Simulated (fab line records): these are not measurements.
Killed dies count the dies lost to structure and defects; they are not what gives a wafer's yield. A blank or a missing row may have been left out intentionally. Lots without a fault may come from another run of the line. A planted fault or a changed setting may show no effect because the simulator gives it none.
2 desks looking at one fault -- flow n5 finfet -- every desk sees just its own numbers, and what lay behind them comes last

THE TOOL OWNER'S DESK: ald metal-04
The tool's own readings at N5_BEOL_M6_ALD_77 (deposits TaN, target thk 2 nm, pulse time 2 s, purge time 3 s): means of the sampled wafers that have a number, for each lot that ran on this tool. A lot is out of limits, marked OUT, if its mean lies more than 4 standard deviations from the usual mean; the brackets give that distance.
Columns: A = heater power w at N5_BEOL_M6_ALD_77, usual 407 W; B = precursor vessel temp c at N5_BEOL_M6_ALD_77, usual 74.98 C
lot,first seen here,A,B
L329,day 12 03:37,422,75.05
L330,day 12 16:07,392,74.87
L345,day 16 10:58,378,74.86
This desk's verdict: no lot among the 3 shows anything out of limits.

THE METROLOGY DESK
What the gauges read for every lot (on any tool): the sampled wafers with a number, averaged. A lot is out of limits, marked OUT, if its mean lies more than 4 standard deviations from the usual mean; the brackets give that distance.
Columns: A = V5_OVL at N5_BEOL_M6_OVL_MEAS_29, usual -0.5 nm; B = M7_ILD_THK at N5_BEOL_M7_THK_MEAS_01, usual 155.4 nm
lot,first seen here,A,B
L322,day 9 05:20,-0.7,156.9
L323,day 9 09:51,-2.2,156.7
L325,day 11 06:49,0.3,152.2
L329,day 12 02:08,-0.1,155.0
L330,day 12 14:28,-2.3,153.0
L335,day 13 11:32,0.2,152.7
L338,day 15 02:55,-0.6,153.2
L342,day 15 07:23,-0.9,157.1
L343,day 15 14:55,-0.4,157.7
L344,day 16 05:12,-0.3,156.2
L345,day 16 08:50,-0.9,154.8
This desk's verdict: no lot among the 11 shows anything out of limits.

TAKEN TOGETHER
The tool owner's desk saw nothing out of limits.
Nothing out of limits was seen by the metrology desk.

WHAT HAD BEEN PUT IN BY THE SIMULATOR
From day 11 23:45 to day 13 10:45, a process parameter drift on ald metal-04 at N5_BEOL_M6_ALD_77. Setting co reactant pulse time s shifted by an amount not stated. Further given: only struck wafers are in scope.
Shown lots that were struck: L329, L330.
